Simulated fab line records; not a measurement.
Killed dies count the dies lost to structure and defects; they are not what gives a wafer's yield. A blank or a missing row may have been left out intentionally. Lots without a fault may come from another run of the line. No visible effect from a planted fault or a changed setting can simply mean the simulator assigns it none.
Split-lot experiment + flow n5Finfet + 21 wafers read from 7 lots, route of 1938 steps

## ABOUT THE SPLIT
At N5_WELL_APT_COAT_02 (resist thk 950 nm), the setting spinRpm was moved away from the recipe's 1357 rpm on 9 of the 21 wafers read, by -8.9% to +8.8%. The other wafers ran this setting at the recipe's value.

The reading is taken at the split's own step.

## THE READING
coat_of_WELL_APT_COAT_02.thkNm (the simulator's own value, which no gauge read), in nm, at N5_WELL_APT_COAT_02 (resist thk 950 nm). The file gives no usual value for it. Average 951.1 nm, standard deviation 2 nm, over the 12 wafers here run with the recipe.

| wafer  | tool, chamber at the split | spinRpm as run, rpm | against the recipe | coat_of_WELL_APT_COAT_02.thkNm, nm | against lot-mates on the recipe |
|--------|----------------------------|---------------------|--------------------|------------------------------------|---------------------------------|
| L076.2 | lithoTrack-02, 0           | 1271                | -6.3%              | 983.3                              | +30.6                           |
| L076.4 | lithoTrack-02, 0           | 1357                | recipe             | 954.2                              | -                               |
| L076.5 | lithoTrack-02, 0           | 1357                | recipe             | 951.1                              | -                               |
| L078.2 | lithoTrack-01, 0           | 1357                | recipe             | 951.6                              | -                               |
| L078.3 | lithoTrack-01, 0           | 1476                | +8.8%              | 912.6                              | -39.0                           |
| L078.4 | lithoTrack-01, 0           | 1476                | +8.8%              | 911.7                              | -39.9                           |
| L079.4 | lithoTrack-02, 0           | 1403                | +3.4%              | 938.5                              | -11.2                           |
| L079.5 | lithoTrack-02, 0           | 1357                | recipe             | 949.7                              | -                               |
| L079.6 | lithoTrack-02, 0           | 1403                | +3.4%              | 935.8                              | -13.9                           |
| L081.1 | lithoTrack-01, 0           | 1357                | recipe             | 952.2                              | -                               |
| L081.2 | lithoTrack-01, 0           | 1357                | recipe             | 949.5                              | -                               |
| L081.6 | lithoTrack-01, 0           | 1440                | +6.1%              | 925.3                              | -25.6                           |
| L083.3 | lithoTrack-01, 0           | 1236                | -8.9%              | 999                                | +50.1                           |
| L083.4 | lithoTrack-01, 0           | 1357                | recipe             | 948.9                              | -                               |
| L083.5 | lithoTrack-01, 0           | 1236                | -8.9%              | 999.6                              | +50.7                           |
| L084.2 | lithoTrack-02, 0           | 1357                | recipe             | 954.6                              | -                               |
| L084.3 | lithoTrack-02, 0           | 1357                | recipe             | 952.7                              | -                               |
| L084.6 | lithoTrack-02, 0           | 1357                | recipe             | 949.5                              | -                               |
| L096.2 | lithoTrack-01, 0           | 1357                | recipe             | 950.8                              | -                               |
| L096.4 | lithoTrack-01, 0           | 1296                | -4.5%              | 969                                | +19.6                           |
| L096.5 | lithoTrack-01, 0           | 1357                | recipe             | 948                                | -                               |

THE FIT
A straight line over all 21 wafers: coat_of_WELL_APT_COAT_02.thkNm changes by -4.8 nm for each +1% of spinRpm; r = -0.99; the points scatter about the line by 2.8 nm.
The same after taking each lot's own level away (the mean of its wafers on the recipe; 21 wafers): -4.88 nm for each +1%; r = -0.99; scatter 2.9 nm.
That fit puts the effect of the largest move of spinRpm on the reading at 44 nm.
The lots' own levels span 948.90 to 952.65 nm, that is 1.9 times the standard deviation above.
Consequently the slope shifts little with the lot-to-lot level, the two slopes agreeing.
Check: +43.4 nm against its lot-mates is what the line predicts for one of the wafers moved furthest among these (-8.9%) when that wafer is left out of the fit. Against them it came out at +50.1 nm.

## FURTHER SPLITS ON THESE WAFERS
Before the reading, these wafers also passed through other splits. Each is held against what the fit with the lots' levels taken away leaves over:
| other split on the same wafers | wafers away from the commonest value | r with coat_of_WELL_APT_COAT_02.thkNm (lot level and that fit taken away) |
|--------------------------------|--------------------------------------|---------------------------------------------------------------------------|
| N5_ZERO_LAYER_EXPOSE_08 doseMj | 4                                    | -0.14                                                                     |

## FILE'S OWN FIT
coat_of_WELL_APT_COAT_02.thkNm changes by -4.8 nm for each +1% of spinRpm, r = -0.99.
